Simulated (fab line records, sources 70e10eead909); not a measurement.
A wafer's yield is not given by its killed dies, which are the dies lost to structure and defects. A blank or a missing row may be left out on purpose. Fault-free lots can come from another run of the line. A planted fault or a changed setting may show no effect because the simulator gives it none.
Matching of chambers | flow nand harc | NHARC_A_CONTACT_ETCH_48 on rie diel-07: 4 sister chambers
The step etches the open film in CF4, target depth 39 nm, time 65 s. 14 wafers are shown with their chamber, then 6 later ones without.

## WAFERS WITH THEIR CHAMBER
wafer  | chamber | showerhead plenum p Torr (Torr) | drypump motor current A (A) | rf vpp V (V)
L807.1 | 2       | 1.69                            | 5.94                        | 148.9
L807.3 | 1       | 1.88                            | 5.65                        | 153.5
L807.4 | 0       | 1.79                            | 5.94                        | 151.1
L802.1 | 0       | 1.79                            | 5.96                        | 151.7
L802.2 | 1       | 1.88                            | 5.67                        | 151.8
L802.5 | 3       | 1.69                            | 5.72                        | 150.0
L805.2 | 2       | 1.68                            | 5.92                        | 148.2
L805.3 | 3       | 1.69                            | 5.70                        | 148.6
L805.4 | 0       | 1.79                            | 5.95                        | 152.9
L808.3 | 0       | 1.79                            | 5.93                        | 152.6
L808.4 | 1       | 1.88                            | 5.67                        | 152.5
L808.6 | 1       | 1.88                            | 5.68                        | 152.1
L810.1 | 3       | 1.68                            | 5.71                        | 148.4
L810.2 | 0       | 1.79                            | 5.95                        | 152.4

SIGNATURES, as means of the wafers listed above
reading                  | chamber 0 | chamber 1 | chamber 2 | chamber 3 | scatter within a chamber
showerhead plenum p Torr | 1.7900    | 1.8800    | 1.6850    | 1.6867    | 0.00342
drypump motor current A  | 5.9460    | 5.6675    | 5.9300    | 5.7100    | 0.0118
rf vpp V                 | 152.140   | 152.475   | 148.550   | 149.000   | 0.745
Rule: a wafer lies at a distance from a chamber equal to the root of the sum of squares, over the readings, of (its reading less the chamber's mean, divided by the reading's scatter). If the next closest chamber is less than 2 further off than the closest, the wafer can't be placed; otherwise it belongs to the closest. The scatter: take each reading less its chamber's mean, square it, sum over the shown wafers, divide by the number of wafers less the number of chambers, and take the root.

## WAFERS WITHOUT THEIR CHAMBER
wafer  | showerhead plenum p Torr (Torr) | drypump motor current A (A) | rf vpp V (V)
L810.5 | 1.79                            | 5.95                        | 153.4
L812.1 | 1.68                            | 5.74                        | 150.0
L812.4 | 1.88                            | 5.66                        | 153.2
L817.2 | 1.88                            | 5.66                        | 153.7
L817.4 | 1.79                            | 5.97                        | 150.2
L814.1 | 1.68                            | 5.92                        | 149.9

## WHICH CHAMBER EACH WENT THROUGH
wafer  | from the rows above | in truth
L810.5 | 0                   | 0
L812.1 | 3                   | 3
L812.4 | 1                   | 1
L817.2 | 1                   | 1
L817.4 | 0                   | 0
L814.1 | 2                   | 2
Correctly placed: 6 of 6. Not placeable from these rows: 0. Placed wrongly: 0.
